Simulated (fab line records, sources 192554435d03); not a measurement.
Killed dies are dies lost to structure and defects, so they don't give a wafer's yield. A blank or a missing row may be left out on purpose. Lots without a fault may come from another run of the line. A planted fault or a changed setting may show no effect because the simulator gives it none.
fab line records | flow n5_finfet
record lots=7 wafers=19 last_day=17
route steps=1938 shown BEOL_M3@962 BEOL_M4@1111
lots that met no fault: from a run of the same line without faults
start_h: hours from the record's first day to the start of the lot's first wafer shown | wait_h: hours since the lot's step before | " the same as in the row above | L1.1+2: a row that stands for several wafers | - no value, or no start given | * or withheld: withheld | < > ~ a bound
route shown NAME@n: a module of which the file shows steps, and the number in the route of the first | usual: mean/standard deviation of fault-free wafers | same: alike in all rows | chamber/n: place in a boat | sites: the reading at each site | _std_site: their standard deviation | _edge_site: outer sites' mean less inner sites' | radius_mm: how far each site lies from the wafer's centre | mask NAME#n: copy n | behind: the tool/chamber that last shaped the wafer | hold: why the lot was held/for how many hours/how that ended | device: the transistor (n, p or np) that didn't switch | end of line: the same wafers' tests at the end of the route | a step without rows: its recipe alone | killed: dies lost to structure and defects at the first sort, not the wafer's yield | map: a wafer's dies, x killed, . not, _ none there
set.NAME: the setting as run; set.NAME@STEP: as run at that earlier step | model.NAME: the simulator's own value behind a step, which no gauge read
lots at some steps of the route; a table a step, a row a wafer
services: from which hour (start_h, from the record's first day; less than 0 if before it) a tool's chamber was out of use, for how many hours, and why
## steps
# step N5_BEOL_M3_SOFTBAKE_23
# recipe temp_c=110 time_s=60 resist=CAR-EUV
# step N5_BEOL_M3_EXPOSE_25
# recipe mask_id=V2 na=0.33 source_shape=quasar sigma_inner=0.2 sigma_outer=0.8 polarization=unpolarized defocus_nm=5 dose_mj=63
# step N5_BEOL_M3_PEB_26
# recipe peb_temp_c=100 peb_time_s=60 resist=CAR-EUV
# step N5_BEOL_M3_DEVELOP_27
# recipe develop_time_s=30 developer=TMAH resist=CAR-EUV rinse_liquid=surfactant_rinse dry=air_spin dev_temp_c=23
# step N5_BEOL_M3_CD_MEAS_28
# recipe target_cd_nm=25.7 landing_energy_ev=500 detector=se_inlens target_cd_y_nm=23.3 polarity=opening
# usual cd_nm=25.74/0.23
# columns lot.wafer tool chamber start_h wait_h cd_nm
L254.1 cd_sem-03 0 156.93 - 25.90
L254.4 " 0 " " 25.85
L254.6 " 0 " " 25.82
L255.1 cd_sem-03 0 161.86 - 25.60
L255.3 " 0 " " 25.42
L255.5 " 0 " " 25.61
L260.1 cd_sem-03 0 191.81 - 25.18
L260.5 " 0 " " 25.54
L265.1 cd_sem-03 0 224.01 - 25.51
L265.3 " 0 " " 25.38
L267.2 cd_sem-02 0 234.75 - 25.78
L267.3 " 0 " " 25.85
L267.5 " 0 " " 25.66
L275.3 cd_sem-01 0 274.15 - 25.73
L275.4 " 0 " " 25.31
L275.5 " 0 " " 25.81
L276.1 cd_sem-03 0 288.92 - 25.33
L276.4 " 0 " " 25.64
L276.6 " 0 " " 25.52
# step N5_BEOL_M3_OVL_MEAS_29
# recipe points_per_wafer=522
# usual V2_OVL=-0.2/0.55
# columns lot.wafer tool chamber start_h wait_h V2_OVL[nm]
L254.1 overlay-02 0 156.96 0.0 -0.2
L254.4 " 0 " " -0.6
L254.6 " 0 " " -0.9
L255.1 overlay-02 0 161.89 0.0 -0.7
L255.3 " 0 " " -0.1
L255.5 " 0 " " -0.4
L260.1 overlay-02 0 191.84 0.0 0.0
L260.5 " 0 " " -0.6
L265.1 overlay-02 0 224.04 0.0 0.7
L265.3 " 0 " " 0.4
L267.2 overlay-02 0 234.78 0.0 0.0
L267.3 " 0 " " 0.7
L267.5 " 0 " " 0.2
L275.3 overlay-02 0 274.19 0.0 -1.0
L275.4 " 0 " " -0.2
L275.5 " 0 " " -0.3
L276.1 overlay-02 0 288.95 0.0 0.2
L276.4 " 0 " " 0.6
L276.6 " 0 " " 0.3
# step N5_BEOL_M3_INSPECT_30
# recipe mode=adi inspect_instrument=brightfield
# usual raw_defect_count=410/96
# columns lot.wafer tool chamber start_h wait_h raw_defect_count
L254.1 defect_inspect-02 - 157.02 0.1 421
L254.4 " - " " 543
L254.6 " - " " 390
L255.1 defect_inspect-02 - 161.95 0.1 349
L255.3 " - " " 379
L255.5 " - " " 405
L260.1 defect_inspect-02 - 191.90 0.1 269
L260.5 " - " " 308
L265.1 defect_inspect-01 - 224.10 0.1 328
L265.3 " - " " 390
L267.2 defect_inspect-01 - 234.84 0.0 303
L267.3 " - " " 388
L267.5 " - " " 420
L275.3 defect_inspect-01 - 274.24 0.0 384
L275.4 " - " " 394
L275.5 " - " " 306
L276.1 defect_inspect-02 - 289.01 0.1 453
L276.4 " - " " 412
L276.6 " - " " 400
# step N5_BEOL_M3_DESCUM_33
# recipe chemistry=O2 time_s=7 source_power_w=50 bias_power_w=20 pressure_mtorr=20 rf_frequency_hz=2.712e+07 temp_c=40 resist=CAR-EUV o2_flow_sccm=225
# usual drypump_motor_current_A=5.8/0.43 oes_product_au=0.82/0.082 rf_fwd_power_W=49.31/0.24 rf_vpp_V=243.6/1.4 showerhead_plenum_p_Torr=2.12/0.077 throttle_valve_pct=20.37/0.2
# columns lot.wafer tool chamber start_h wait_h drypump_motor_current_A oes_product_au rf_fwd_power_W rf_hours_counter_h rf_vpp_V showerhead_plenum_p_Torr throttle_valve_pct
L254.1 rie_diel-02 3 157.19 0.2 5.6 1.01 49.89 1 244.7 2.24 20.28
L254.4 " 0 " " 6.1 0.85 49.40 65 246.1 2.21 20.10
L254.6 " 1 " " 6.2 0.76 49.32 - 245.0 2.18 20.07
L255.1 rie_diel-06 0 162.14 0.2 6.0 0.68 49.38 235 243.4 2.06 20.59
L255.3 " 2 " " 5.2 0.89 49.13 38 244.9 2.14 20.40
L255.5 " 2 " " 5.2 0.89 49.09 - 242.9 2.14 20.39
L260.1 rie_diel-02 2 191.94 0.0 6.2 0.73 49.52 193 238.4 1.99 20.74
L260.5 " 2 " " 6.2 0.73 49.78 - 242.2 1.99 20.73
L265.1 rie_diel-06 2 224.13 0.0 5.2 0.86 49.00 51 243.6 2.13 20.42
L265.3 " 1 " " 6.2 0.89 49.31 30 242.7 2.13 20.11
L267.2 rie_diel-02 2 235.03 0.2 6.2 0.72 49.34 205 240.5 1.98 20.77
L267.3 " 0 " " 6.0 0.81 49.43 89 243.8 2.20 20.14
L267.5 " 3 " " 5.6 0.91 49.66 - 245.3 2.23 20.32
L275.3 rie_diel-06 0 274.73 0.5 6.0 0.96 49.53 7 242.4 2.06 20.26
L275.4 " 1 " " 6.1 0.87 49.25 43 243.5 2.13 20.12
L275.5 " 3 " " 5.9 0.81 48.93 - 244.2 2.20 20.22
L276.1 rie_diel-03 1 289.05 0.0 5.9 0.71 49.36 200 244.9 2.17 20.71
L276.4 " 0 " " 6.6 0.84 49.27 56 243.6 2.04 20.36
L276.6 " 1 " " 5.9 0.71 49.47 - 246.1 2.17 20.71
# step N5_BEOL_M3_ETCH_77
# recipe chemistry=N2/H2 target=underlayer target_depth_a=65 mask_material=CAR-EUV time_s=5.2 ion_energy_ev=200 pressure_mtorr=30 source_w=840 bias_w=150 n2_flow_sccm=200 h2_flow_sccm=200 ends=cleared
# usual drypump_motor_current_A=5.8/0.43 etch_rf_on_time_s=5.20/0.095 oes_product_au=0.70/0.072 rf_fwd_power_W=820.1/2.5 rf_vpp_V=524.8/2.9 showerhead_plenum_p_Torr=2.58/0.09 throttle_valve_pct=17.81/0.25
# columns lot.wafer tool chamber start_h wait_h drypump_motor_current_A etch_rf_on_time_s oes_product_au rf_fwd_power_W rf_hours_counter_h rf_vpp_V showerhead_plenum_p_Torr throttle_valve_pct
L254.1 rie_diel-02 3 158.02 0.8 5.6 4.98 0.85 822.7 1 529.3 2.72 17.59
L254.4 " 0 " " 6.1 5.12 0.73 818.5 65 527.1 2.69 17.48
L254.6 " 1 " " 6.2 5.15 0.64 815.6 - 527.9 2.66 17.49
L255.1 rie_diel-06 0 162.17 0.0 6.0 5.29 0.56 819.6 235 522.4 2.50 18.05
L255.3 " 2 " " 5.2 5.18 0.75 817.5 38 526.6 2.58 17.73
L255.5 " 2 " " 5.2 5.20 0.75 818.2 - 523.7 2.58 17.74
L260.1 rie_diel-02 2 191.97 0.0 6.2 5.31 0.63 822.3 193 520.3 2.42 18.23
L260.5 " 2 " " 6.2 5.22 0.62 821.2 - 518.0 2.42 18.24
L265.1 rie_diel-06 2 224.17 0.0 5.2 5.23 0.73 819.9 51 523.6 2.57 17.79
L265.3 " 1 " " 6.2 5.14 0.77 816.3 30 525.3 2.58 17.50
L267.2 rie_diel-02 2 235.07 0.0 6.2 5.23 0.62 822.7 205 520.5 2.42 18.27
L267.3 " 0 " " 6.1 5.19 0.69 818.9 89 525.7 2.68 17.52
L267.5 " 3 " " 5.6 4.96 0.78 822.5 - 530.5 2.70 17.64
L275.3 rie_diel-06 0 274.77 0.0 6.0 5.18 0.83 819.3 7 523.7 2.49 17.62
L275.4 " 1 " " 6.2 5.09 0.75 818.6 43 523.8 2.58 17.51
L275.5 " 3 " " 5.8 5.25 0.68 816.3 - 528.9 2.67 17.72
L276.1 rie_diel-03 1 289.08 0.0 6.0 5.34 0.60 821.9 200 527.8 2.64 18.28
L276.4 " 0 " " 6.7 5.18 0.71 821.4 56 521.1 2.48 17.82
L276.6 " 1 " " 5.9 5.37 0.61 822.9 - 527.6 2.64 18.31
# step N5_BEOL_M3_ETCH_69
# recipe chemistry=CF4 target=SiARC target_depth_a=156 mask_material=CAR-EUV time_s=26 ion_energy_ev=80 pressure_mtorr=40 source_w=545 bias_w=36 Ar_flow_sccm=100 cf4_flow_sccm=100 ends=cleared
# usual drypump_motor_current_A=5.8/0.43 etch_rf_on_time_s=26.0/0.44 oes_product_au=0.70/0.071 rf_fwd_power_W=531.9/1.5 rf_vpp_V=184.4/1.3 showerhead_plenum_p_Torr=2.17/0.073 throttle_valve_pct=15.53/0.21
# columns lot.wafer tool chamber start_h wait_h drypump_motor_current_A etch_rf_on_time_s oes_product_au rf_fwd_power_W rf_hours_counter_h rf_vpp_V showerhead_plenum_p_Torr throttle_valve_pct
L254.1 rie_diel-02 3 158.04 0.0 5.6 25.0 0.86 532.4 1 186.5 2.29 15.38
L254.4 " 0 " " 6.0 25.8 0.73 532.2 65 186.0 2.26 15.27
L254.6 " 1 " " 6.2 25.8 0.65 532.8 - 185.4 2.23 15.34
L255.1 rie_diel-06 0 162.19 0.0 6.0 26.4 0.58 533.8 235 183.3 2.11 15.80
L255.3 " 2 " " 5.2 26.1 0.75 532.4 38 185.7 2.18 15.46
L255.5 " 2 " " 5.2 26.1 0.76 529.5 - 183.5 2.18 15.46
L260.1 rie_diel-02 2 191.99 0.0 6.2 26.4 0.63 528.6 193 183.3 2.05 15.98
L260.5 " 2 " " 6.2 26.4 0.63 529.6 - 182.8 2.05 15.99
L265.1 rie_diel-06 2 224.19 0.0 5.2 26.5 0.73 532.6 51 184.4 2.17 15.49
L265.3 " 1 " " 6.2 25.7 0.76 533.9 30 184.5 2.19 15.29
L267.2 rie_diel-02 2 235.08 0.0 6.2 26.3 0.63 532.8 205 182.7 2.04 16.00
L267.3 " 0 " " 6.0 26.2 0.69 534.4 89 185.0 2.25 15.31
L267.5 " 3 " " 5.6 25.0 0.78 533.5 - 185.8 2.28 15.43
L275.3 rie_diel-06 0 274.78 0.0 5.9 25.6 0.83 532.8 7 182.7 2.10 15.34
L275.4 " 1 " " 6.1 25.5 0.75 533.4 43 184.3 2.18 15.32
L275.5 " 3 " " 5.8 26.1 0.68 529.5 - 184.6 2.24 15.38
L276.1 rie_diel-03 1 289.10 0.0 5.9 26.4 0.61 531.6 200 184.3 2.21 15.87
L276.4 " 0 " " 6.7 25.9 0.72 529.9 56 183.2 2.09 15.54
L276.6 " 1 " " 5.9 26.3 0.60 533.0 - 184.7 2.21 15.91
# step N5_BEOL_M3_ALD_98
# recipe material=SiO2 target_thk_a=25 temp_c=100 ald_precursor_family=BDEAS ald_co_reactant=O2-plasma pulse_time_s=1 co_reactant_pulse_time_s=1 purge_time_s=2 co_reactant_purge_time_s=2 ald_cycles=17 pressure_torr=2
# usual heater_power_w=77/7.1 precursor_pulse_height_rel=1.002/0.019
# same co_reactant_purge_time_s=2 purge_time_s=2
# columns lot.wafer tool chamber start_h wait_h heater_power_w precursor_pulse_height_rel since_wet_clean_h
L254.1 ald_sin-01 3 158.23 0.2 68 1.040 256
L254.4 " 1 " " 72 0.984 256
L254.6 " 2 " " 81 1.011 -
L255.1 ald_sin-01 2 162.27 0.1 79 0.970 260
L255.3 " 0 " " 77 1.024 260
L255.5 " 3 " " 68 1.037 -
L260.1 ald_sin-03 3 192.08 0.1 91 0.991 184
L260.5 " 0 " " 69 1.010 -
L265.1 ald_sin-01 2 224.27 0.1 80 0.987 322
L265.3 " 0 " " 77 0.990 322
L267.2 ald_sin-03 2 235.17 0.1 77 0.989 227
L267.3 " 3 " " 92 1.003 227
L267.5 " 3 " " 94 0.965 -
L275.3 ald_sin-03 3 276.19 1.4 93 1.025 268
L275.4 " 0 " " 72 0.992 -
L275.5 " 2 " " 83 1.010 -
L276.1 ald_sin-03 0 289.63 0.5 71 0.970 282
L276.4 " 3 " " 92 0.984 282
L276.6 " 3 " " 94 0.998 -
# step N5_BEOL_M3_ETCHBACK_99
# recipe chemistry=CHF3 target=SiO2 target_depth_a=50 time_s=10.4 source_w=215 bias_w=47 Ar_flow_sccm=200 CHF3_flow_sccm=12 ion_energy_ev=100 pressure_mtorr=30
# usual drypump_motor_current_A=5.8/0.47 oes_product_au=0.81/0.087 rf_fwd_power_W=212.3/0.83 rf_vpp_V=241.8/2.9 showerhead_plenum_p_Torr=2.16/0.077 throttle_valve_pct=17.06/0.21
# columns lot.wafer tool chamber start_h wait_h drypump_motor_current_A oes_product_au rf_fwd_power_W rf_hours_counter_h rf_vpp_V showerhead_plenum_p_Torr throttle_valve_pct
L254.1 rie_diel-03 2 159.29 1.0 5.3 0.76 211.7 138 239.7 2.07 17.11
L254.4 " 0 " " 6.7 0.92 210.8 13 244.9 2.11 16.93
L254.6 " 2 " " 5.3 0.76 212.4 - 241.0 2.07 17.11
L255.1 rie_diel-03 0 167.94 5.6 6.7 0.90 212.1 17 243.6 2.11 16.92
L255.3 " 3 " " 5.3 0.68 212.3 246 244.6 2.12 17.49
L255.5 " 2 " " 5.3 0.76 212.0 - 241.6 2.07 17.11
L260.1 rie_diel-03 1 197.18 5.1 5.9 0.74 212.5 172 240.4 2.24 17.31
L260.5 " 1 " " 5.9 0.73 212.1 - 240.6 2.24 17.32
L265.1 rie_diel-03 2 229.67 5.3 5.3 0.75 212.2 162 238.5 2.06 17.15
L265.3 " 3 " " 5.4 0.94 212.3 9 245.4 2.12 17.05
L267.2 rie_diel-03 0 238.36 3.1 6.7 0.86 212.9 41 245.3 2.11 16.97
L267.3 " 3 " " 5.3 0.93 212.3 12 243.3 2.12 17.07
L267.5 " 3 " " 5.3 0.93 211.9 - 244.8 2.12 17.05
L275.3 rie_diel-06 3 277.09 0.8 5.9 0.80 212.8 111 237.7 2.25 16.80
L275.4 " 2 " " 5.2 0.84 210.8 69 244.2 2.18 17.02
L275.5 " 3 " " 5.8 0.81 212.7 - 238.9 2.25 16.80
L276.1 rie_diel-03 3 293.11 3.4 5.3 0.89 213.2 28 244.2 2.11 17.08
L276.4 " 1 " " 5.9 0.71 211.2 201 241.7 2.23 17.37
L276.6 " 1 " " 5.9 0.70 212.1 - 240.7 2.23 17.39
# step N5_BEOL_M3_ETCH_70
# recipe chemistry=N2/H2 target=SOC target_depth_a=800 overetch_a=160 mask_material=SiARC temp_c=40 time_s=120 ion_energy_ev=200 pressure_mtorr=30 source_w=840 bias_w=150 n2_flow_sccm=200 h2_flow_sccm=200
# usual drypump_motor_current_A=5.8/0.47 oes_product_au=0.62/0.061 rf_fwd_power_W=835.1/2.7 rf_vpp_V=524.2/2.6 showerhead_plenum_p_Torr=2.55/0.09 throttle_valve_pct=17.84/0.26
# columns lot.wafer tool chamber start_h wait_h drypump_motor_current_A oes_product_au rf_fwd_power_W rf_hours_counter_h rf_vpp_V showerhead_plenum_p_Torr throttle_valve_pct model.SiARC_of_BEOL_M3_COAT_68.thk_nm
L254.1 rie_diel-03 2 159.33 0.0 5.3 0.59 834.6 138 521.2 2.46 18.05 6.4
L254.4 " 0 " " 6.7 0.70 831.9 13 523.3 2.50 17.69 6.2
L254.6 " 2 " " 5.3 0.59 835.7 - 521.6 2.46 18.05 6.4
L255.1 rie_diel-03 0 167.98 0.0 6.6 0.69 834.7 17 523.9 2.50 17.71 6.2
L255.3 " 3 " " 5.3 0.52 835.2 246 523.2 2.50 18.16 6.4
L255.5 " 2 " " 5.3 0.59 832.0 - 521.1 2.45 18.05 6.4
L260.1 rie_diel-03 1 197.22 0.0 5.9 0.57 835.0 172 526.7 2.65 18.17 7.4
L260.5 " 1 " " 5.9 0.57 836.3 - 528.0 2.65 18.20 7.4
L265.1 rie_diel-03 2 229.70 0.0 5.3 0.57 833.4 162 521.3 2.45 18.09 7.4
L265.3 " 3 " " 5.4 0.71 834.6 9 523.1 2.50 17.74 6.2
L267.2 rie_diel-03 0 238.40 0.0 6.7 0.65 835.2 41 522.5 2.49 17.73 6.4
L267.3 " 3 " " 5.3 0.70 837.7 12 521.7 2.50 17.74 6.2
L267.5 " 3 " " 5.4 0.70 834.1 - 524.1 2.50 17.72 7.2
L275.3 rie_diel-06 3 277.13 0.0 5.9 0.61 829.5 111 527.8 2.67 17.67 6.6
L275.4 " 2 " " 5.2 0.64 838.1 69 526.0 2.57 17.75 6.4
L275.5 " 3 " " 5.9 0.61 828.4 - 527.7 2.67 17.70 6.6
L276.1 rie_diel-03 3 293.14 0.0 5.4 0.68 834.7 28 521.6 2.49 17.74 6.2
L276.4 " 1 " " 5.9 0.55 834.4 201 527.8 2.64 18.23 6.4
L276.6 " 1 " " 6.0 0.55 831.4 - 526.4 2.64 18.24 6.4
# step N5_BEOL_M3_STRIP_71
# recipe chemistry=N2/H2 temp_c=40 n2_flow_sccm=200 h2_flow_sccm=200 rf_frequency_hz=6e+07
# step N5_BEOL_M4_RC_MEAS_101
# usual DIBL_N=36.3/1.2 DIBL_P=36.1/1.6 IOFF_N=0.161/0.023 IOFF_P=0.209/0.027 ION_N=676/8.9 ION_P=462/5.3 SS_N=71.5/0.51 SS_P=73.2/0.5 VT_N=249.1/2.5 VT_P=-249.9/2.8
# columns lot.wafer tool chamber start_h wait_h DIBL_N[mV/V] DIBL_P[mV/V] IOFF_N[nA/um] IOFF_P[nA/um] ION_N[uA/um] ION_P[uA/um] SS_N[mV/dec] SS_P[mV/dec] VT_N[mV] VT_P[mV]
L254.1 prober-01 0 176.14 0.0 36.3 36.0 0.161 0.207 675 462 70.5 73.5 248.5 -251.2
L254.4 " 0 " " 37.6 38.1 0.182 0.240 684 469 71.1 73.9 246.4 -248.3
L254.6 " 0 " " 38.5 38.9 0.208 0.257 691 472 72.2 73.5 244.1 -243.6
L255.1 prober-01 0 179.90 0.0 35.8 34.1 0.147 0.202 673 464 71.1 72.4 251.4 -247.8
L255.3 " 0 " " 36.9 34.8 0.161 0.207 676 459 71.2 72.6 251.6 -249.9
L255.5 " 0 " " 38.2 37.4 0.191 0.245 690 470 71.9 73.7 250.0 -247.3
L260.1 prober-01 0 211.73 0.0 34.9 35.9 0.141 0.178 677 457 71.6 73.8 249.3 -254.8
L260.5 " 0 " " 34.5 35.5 0.138 0.172 679 455 70.4 72.8 250.1 -253.9
L265.1 prober-02 0 246.32 0.0 37.5 36.2 0.169 0.252 674 463 71.9 73.3 247.4 -244.1
L265.3 " 0 " " 34.5 32.5 0.121 0.199 664 466 70.4 72.5 255.4 -246.6
L267.2 prober-02 0 255.40 0.2 37.6 37.7 0.207 0.212 692 462 71.4 73.6 242.1 -253.8
L267.3 " 0 " " 36.2 37.0 0.164 0.195 668 455 70.7 73.3 247.9 -252.8
L267.5 " 0 " " 35.6 35.3 0.158 0.183 678 454 71.6 72.9 246.3 -254.3
L275.3 prober-01 0 294.60 0.3 35.8 36.9 0.173 0.216 670 459 72.0 73.3 247.9 -248.2
L275.4 " 0 " " 35.5 36.2 0.162 0.202 680 454 72.5 73.2 247.7 -248.1
L275.5 " 0 " " 36.3 37.3 0.175 0.229 681 464 71.4 73.6 247.1 -248.9
L276.1 prober-01 0 310.21 0.0 34.6 33.6 0.125 0.169 669 460 71.2 73.0 252.8 -252.1
L276.4 " 0 " " 35.6 34.4 0.136 0.179 672 460 71.8 73.0 252.2 -250.3
L276.6 " 0 " " 36.8 36.1 0.154 0.201 677 459 71.5 73.3 249.4 -251.0
## services
# columns tool chamber start_h hours kind
ald_sin-01 1 145.72 3.2 repair
rie_diel-02 3 153.75 1.5 repair
rie_diel-03 3 164.52 1.7 repair
rie_diel-06 - 179.18 14.6 pm
rie_diel-03 3 179.37 - clean
rie_diel-03 3 179.37 - consumable_replace:focus_ring
rie_diel-03 3 179.37 16.3 scheduled_down
rie_diel-03 3 179.37 16.3 vent_cycle
rie_diel-02 0 201.01 9.1 repair
rie_diel-02 2 223.76 6.1 repair
rie_diel-06 0 229.98 - clean
rie_diel-06 0 229.98 - consumable_replace:focus_ring
rie_diel-06 0 229.98 14.3 scheduled_down
rie_diel-06 0 229.98 14.3 vent_cycle
rie_diel-02 2 237.18 4.4 repair
rie_diel-06 2 241.17 1.2 repair
rie_diel-06 3 259.63 4.8 repair
ald_sin-01 - 268.25 14.0 pm
ald_sin-01 0 268.25 14.0 vent_cycle
ald_sin-01 1 268.25 14.0 vent_cycle
ald_sin-01 2 268.25 14.0 vent_cycle
ald_sin-01 3 268.25 14.0 vent_cycle
ald_sin-03 1 274.19 4.2 repair
ald_sin-01 0 282.25 - clean
## key
first_sign none at tools or gauges
model_effect step=N5_BEOL_M3_ETCH_70 value=SiARC_of_BEOL_M3_COAT_68.thk_nm without=6.4 struck=7.35
met_at N5_BEOL_M3_ETCH_70
struck_wafers L260.1,L260.5,L265.1,L267.5
onset_between 167.98 197.22
fault kind=process_parameter_drift tool=rie_diel-03 chamber=- onset_h=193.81 steps=N5_BEOL_M3_ETCH_70 channel=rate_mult offset=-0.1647 shape=step end_h=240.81 scope=struck_wafers_only
